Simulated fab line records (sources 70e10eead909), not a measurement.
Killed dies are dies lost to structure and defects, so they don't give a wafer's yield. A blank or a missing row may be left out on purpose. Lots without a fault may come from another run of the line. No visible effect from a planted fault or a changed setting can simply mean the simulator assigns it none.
fab line records    flow nand_harc    part 2 of 2: steps 28 to 33 of 33
[record] lots = 5  wafers = 15  last_day = 32
route steps=1302 shown A_ONON_D1@437 A_CHANNEL_HOLE_D1@450
lots that met no fault: from a run of the same line without faults
start_h: the number of hours between the record's first day and the start of the first shown wafer of the lot    wait_h: hours elapsed since this lot's preceding step    " unchanged from the row above    L1.1+2: a single row standing in for several wafers    - value missing, or start not given    * or withheld: withheld    < > ~ a bound
route shown NAME@n: NAME is a module with steps in the file, n the number in the route of the first one    usual: the fault-free wafers' mean and standard deviation    same: alike in all rows    chamber/n: place in a boat    sites: per-site readings    _std_site: how widely they spread, as a standard deviation    _edge_site: inner sites' mean taken away from outer sites' mean    radius_mm: for every site, how far away it sits from the centre of the wafer    mask NAME#n: copy n    behind: the last tool/chamber to shape the wafer    hold: reason for holding the lot/hours on hold/outcome of the hold    device: whichever transistor did not switch (one of n, p or np)    end of line: the tests these same wafers got at the end of their route    a step given without rows: its recipe and nothing more    killed: dies lost to structure and defects at the first sort, not the wafer's yield    map: a wafer's dies, x killed, . not, _ none there
set.NAME: the setting as run; set.NAME@STEP: as run at that earlier step    model.NAME: the simulator's own value behind a step, which no gauge read
lots at selected steps of the route; one table per step, one row per wafer
services: the hour from which a tool's chamber was out of use, counted from the record's first day as start_h (under 0 if before that day), plus the number of hours and why
[[steps]]
[step NHARC_A_CHANNEL_HOLE_D1_DESCUM_15]
[recipe] time_s = 3  o2_flow_sccm = 200  ar_flow_sccm = 0  bias_power_w = 0  chemistry = O2
[usual] drypump_motor_current_A = 5.7/0.38  oes_product_au = 1.001/0.011  rf_vpp_V = 57.7/0.91  showerhead_plenum_p_Torr = 1.92/0.09  throttle_valve_pct = 11.312/0.0085
lot.wafer  tool         chamber  start_h  wait_h  drypump_motor_current_A  oes_product_au  rf_hours_counter_h  rf_vpp_V  showerhead_plenum_p_Torr  throttle_valve_pct
L081.2     rie_diel-12  1        250.30   0.1     6.7                      1.000           46                  57.7      1.99                      11.310
L081.1     "            3        "        "       5.9                      1.011           47                  59.9      2.01                      11.322
L081.6     "            1        "        "       6.7                      1.002           -                   57.5      1.99                      11.307
L083.4     rie_diel-10  1        265.42   0.1     5.3                      0.990           0                   58.7      2.04                      11.325
L083.6     "            2        "        "       5.8                      0.986           -                   57.1      1.95                      11.322
L083.5     "            3        "        "       5.7                      1.013           -                   57.5      1.78                      11.300
L087.1     rie_diel-10  3        310.35   0.1     5.6                      1.017           4                   56.8      1.78                      11.313
L087.4     "            1        "        "       5.3                      1.001           4                   56.7      2.04                      11.316
L087.5     "            3        "        "       5.6                      1.016           -                   57.6      1.78                      11.307
L089.2     rie_diel-02  2        325.54   0.1     5.5                      0.983           34                  57.7      1.93                      11.306
L089.1     "            3        "        "       5.6                      1.004           30                  58.2      1.99                      11.314
L089.6     "            2        "        "       5.5                      0.983           -                   59.2      1.93                      11.305
L095.1     rie_diel-10  3        398.95   0.1     5.7                      1.026           11                  57.3      1.77                      11.299
L095.3     "            0        "        "       5.7                      0.999           11                  56.9      1.87                      11.309
L095.6     "            3        "        "       5.7                      1.018           -                   57.6      1.77                      11.310
[step NHARC_A_CHANNEL_HOLE_D1_ETCH_38]
[recipe] target_depth_a = 390  over_etch_frac = 0.3  time_s = 65  ion_energy_ev = 80  cf4_flow_sccm = 150  ar_flow_sccm = 0  rf_w = 300  bias_w = 100  chemistry = CF4
[usual] drypump_motor_current_A = 5.7/0.38  oes_product_au = 1.000/0.01  rf_vpp_V = 151.4/1.2  showerhead_plenum_p_Torr = 1.78/0.076  throttle_valve_pct = 13.284/0.0084
lot.wafer  tool         chamber  start_h  wait_h  drypump_motor_current_A  oes_product_au  rf_hours_counter_h  rf_vpp_V  showerhead_plenum_p_Torr  throttle_valve_pct
L081.1     rie_diel-12  1        250.60   0.3     6.7                      1.005           46                  150.9     1.84                      13.272
L081.2     "            2        "        "       5.3                      1.016           48                  149.9     1.71                      13.283
L081.6     "            2        "        "       5.3                      1.014           -                   150.7     1.71                      13.287
L083.4     rie_diel-10  3        265.50   0.1     5.6                      1.011           0                   150.2     1.65                      13.267
L083.6     "            0        "        "       5.7                      0.994           -                   150.7     1.74                      13.274
L083.5     "            1        "        "       5.3                      1.005           -                   153.3     1.88                      13.289
L087.4     rie_diel-10  0        310.43   0.1     5.6                      0.986           5                   150.5     1.74                      13.284
L087.1     "            2        "        "       5.8                      0.991           4                   151.3     1.80                      13.282
L087.5     "            1        "        "       5.3                      1.009           -                   152.3     1.88                      13.279
L089.2     rie_diel-02  0        325.63   0.1     6.6                      1.005           34                  150.2     1.83                      13.280
L089.1     "            1        "        "       5.1                      1.001           37                  150.8     1.77                      13.283
L089.6     "            3        "        "       5.5                      1.003           -                   151.6     1.83                      13.272
L095.3     rie_diel-10  3        399.04   0.1     5.6                      1.004           11                  150.0     1.65                      13.277
L095.1     "            1        "        "       5.3                      1.008           12                  150.5     1.87                      13.301
L095.6     "            3        "        "       5.7                      1.014           -                   150.5     1.65                      13.301
[step NHARC_A_CHANNEL_HOLE_D1_ETCH_39]
[recipe] target_depth_a = 2600  over_etch_frac = 0.3  time_s = 325  ion_energy_ev = 200  n2_flow_sccm = 150  h2_flow_sccm = 150  ar_flow_sccm = 0  rf_w = 400  bias_w = 150  chemistry = N2/H2
[usual] drypump_motor_current_A = 5.7/0.39  oes_product_au = 1.001/0.011  rf_vpp_V = 430.7/2.8  showerhead_plenum_p_Torr = 2.05/0.098  throttle_valve_pct = 14.171/0.0096
lot.wafer  tool         chamber  start_h  wait_h  drypump_motor_current_A  oes_product_au  rf_hours_counter_h  rf_vpp_V  showerhead_plenum_p_Torr  throttle_valve_pct
L081.2     rie_diel-12  3        -        -       5.9                      1.010           47                  433.5     2.14                      14.158
L081.1     "            1        "        "       6.7                      1.002           47                  432.6     2.13                      14.173
L081.6     "            3        "        "       5.9                      1.011           -                   431.1     2.14                      14.161
L083.4     rie_diel-10  1        -        -       5.3                      0.996           0                   434.7     2.18                      14.178
L083.6     "            3        "        "       5.6                      1.007           -                   426.3     1.89                      14.180
L083.5     "            0        "        "       5.7                      0.987           -                   428.2     2.00                      14.175
L087.1     rie_diel-10  1        -        -       5.3                      1.013           4                   434.0     2.18                      14.165
L087.4     "            2        "        "       5.8                      0.999           4                   430.4     2.08                      14.160
L087.5     "            1        "        "       5.3                      1.005           -                   433.6     2.18                      14.171
L089.1     rie_diel-02  1        -        -       5.0                      0.995           37                  432.1     2.05                      14.160
L089.2     "            2        "        "       5.6                      0.987           34                  431.2     2.06                      14.183
L089.6     "            3        "        "       5.6                      1.017           -                   431.9     2.12                      14.160
L095.3     rie_diel-10  1        -        -       5.3                      1.007           12                  434.5     2.17                      14.169
L095.1     "            2        "        "       5.8                      1.001           11                  431.5     2.08                      14.150
L095.6     "            0        "        "       5.7                      0.996           -                   428.5     2.00                      14.169
[step NHARC_A_CHANNEL_HOLE_D1_ETCH_34]
[recipe] target_depth_a = 1540  time_s = 77  cf4_flow_sccm = 100  chf3_flow_sccm = 30  ar_flow_sccm = 0  rf_w = 500  bias_w = 200  chemistry = CF4/CHF3
[usual] drypump_motor_current_A = 5.7/0.39  oes_product_au = 0.939/0.021  rf_vpp_V = 370.7/2.5  showerhead_plenum_p_Torr = 1.58/0.07  throttle_valve_pct = 16.803/0.0088
lot.wafer  tool         chamber  start_h  wait_h  drypump_motor_current_A  oes_product_au  rf_hours_counter_h  rf_vpp_V  showerhead_plenum_p_Torr  throttle_valve_pct
L081.2     rie_diel-12  3        -        -       5.9                      0.934           47                  373.2     1.65                      16.812
L081.1     "            1        "        "       6.7                      0.924           47                  371.1     1.63                      16.802
L081.6     "            2        "        "       5.3                      0.928           -                   368.5     1.52                      16.784
L083.4     rie_diel-10  0        -        -       5.6                      0.961           0                   368.8     1.55                      16.797
L083.6     "            1        "        "       5.3                      0.972           -                   375.5     1.67                      16.801
L083.5     "            2        "        "       5.8                      0.948           -                   373.4     1.60                      16.818
L087.1     rie_diel-10  1        -        -       5.3                      0.927           5                   375.0     1.67                      16.808
L087.4     "            2        "        "       5.8                      0.931           4                   373.4     1.60                      16.796
L087.5     "            0        "        "       5.7                      0.920           -                   370.0     1.54                      16.814
L089.1     rie_diel-02  0        -        -       6.7                      0.932           34                  372.5     1.63                      16.806
L089.2     "            3        "        "       5.6                      0.929           30                  373.2     1.63                      16.800
L089.6     "            1        "        "       5.1                      0.931           -                   370.6     1.58                      16.808
L095.1     rie_diel-10  0        -        -       5.7                      0.906           11                  370.7     1.54                      16.801
L095.3     "            2        "        "       5.8                      0.919           11                  370.5     1.60                      16.793
L095.6     "            3        "        "       5.6                      0.940           -                   367.7     1.46                      16.806
[step NHARC_A_CHANNEL_HOLE_D1_ETCH_16]
[recipe] target_depth_a = 31000  over_etch_frac = 0.3  time_s = 806  ion_energy_ev = 150  o2_flow_sccm = 400  cos_flow_sccm = 20  ar_flow_sccm = 0  rf_w = 500  bias_w = 300  chemistry = O2/COS
[usual] drypump_motor_current_A = 5.7/0.39  oes_product_au = 1.001/0.011  rf_vpp_V = 314.3/2.1  showerhead_plenum_p_Torr = 3.13/0.14  throttle_valve_pct = 28.331/0.0088
lot.wafer  tool         chamber  start_h  wait_h  drypump_motor_current_A  oes_product_au  rf_hours_counter_h  rf_vpp_V  showerhead_plenum_p_Torr  throttle_valve_pct
L081.2     rie_diel-12  1        -        -       6.7                      1.003           47                  317.2     3.24                      28.326
L081.1     "            3        "        "       5.9                      1.015           48                  317.6     3.27                      28.340
L081.6     "            3        "        "       5.9                      0.999           -                   315.0     3.27                      28.332
L083.4     rie_diel-10  2        -        -       5.8                      0.986           1                   316.0     3.18                      28.308
L083.5     "            1        "        "       5.3                      0.990           -                   316.7     3.32                      28.341
L083.6     "            2        "        "       5.8                      0.982           -                   315.8     3.18                      28.335
L087.1     rie_diel-10  1        -        -       5.3                      1.002           5                   316.1     3.31                      28.343
L087.4     "            2        "        "       5.8                      0.985           4                   314.5     3.18                      28.334
L087.5     "            0        "        "       5.6                      0.974           -                   312.5     3.06                      28.333
L089.2     rie_diel-02  1        -        -       5.1                      0.990           37                  314.0     3.13                      28.334
L089.1     "            0        "        "       6.7                      0.990           34                  314.7     3.23                      28.318
L089.6     "            1        "        "       5.1                      0.989           -                   314.1     3.13                      28.336
L095.1     rie_diel-10  3        -        -       5.7                      1.016           11                  311.4     2.91                      28.326
L095.3     "            0        "        "       5.7                      0.990           11                  315.0     3.06                      28.333
L095.6     "            3        "        "       5.6                      1.017           -                   311.4     2.91                      28.332
[step NHARC_A_CHANNEL_HOLE_D1_CD_MEAS_18]
[usual] cd_nm = 98.8/2.5
lot.wafer  tool       chamber  start_h  wait_h  cd_nm
L081.1     cd_sem-01  -        251.80   -       98.8
L081.2     "          -        "        "       101.5
L081.6     "          -        "        "       101.5
L083.4     cd_sem-03  -        266.51   -       95.5
L083.5     "          -        "        "       98.4
L083.6     "          -        "        "       95.2
L087.1     cd_sem-01  -        311.45   -       94.5
L087.4     "          -        "        "       96.6
L087.5     "          -        "        "       95.0
L089.1     cd_sem-01  -        326.65   -       98.1
L089.2     "          -        "        "       100.4
L089.6     "          -        "        "       98.3
L095.1     cd_sem-02  -        400.05   -       98.9
L095.3     "          -        "        "       94.1
L095.6     "          -        "        "       100.7
[[services]]
tool            chamber  start_h  hours  kind
pecvd-03        -        220.02   1.2    repair
rie_diel-02     -        220.32   9.0    pm
pecvd_onon-03   -        227.00   13.0   pm
pecvd-02        -        227.25   13.0   pm
rie_diel-10     -        242.51   9.0    pm
rie_diel-02     3        243.77   8.5    repair
rie_diel-02     -        246.23   1.0    repair
pecvd-04        0        248.34   4.1    repair
pecvd-04        -        269.13   13.0   pm
rie_diel-12     -        270.28   9.0    pm
rie_diel-10     -        277.42   0.7    repair
acl_dep-03      -        302.86   13.0   pm
rie_diel-12     3        310.16   3.6    repair
pecvd_onon-04   -        311.46   13.0   pm
pecvd-04        1        324.70   4.3    repair
litho_track-01  -        330.00   7.0    pm
rie_diel-10     0        348.01   14.6   repair
rie_diel-02     2        352.48   2.9    repair
litho_track-06  -        354.00   7.0    pm
pecvd-03        -        366.00   13.0   pm
pecvd_onon-02   -        366.09   13.0   pm
rie_diel-02     -        371.02   0.4    repair
litho_track-04  -        378.00   7.0    pm
rie_diel-02     -        397.36   9.0    pm
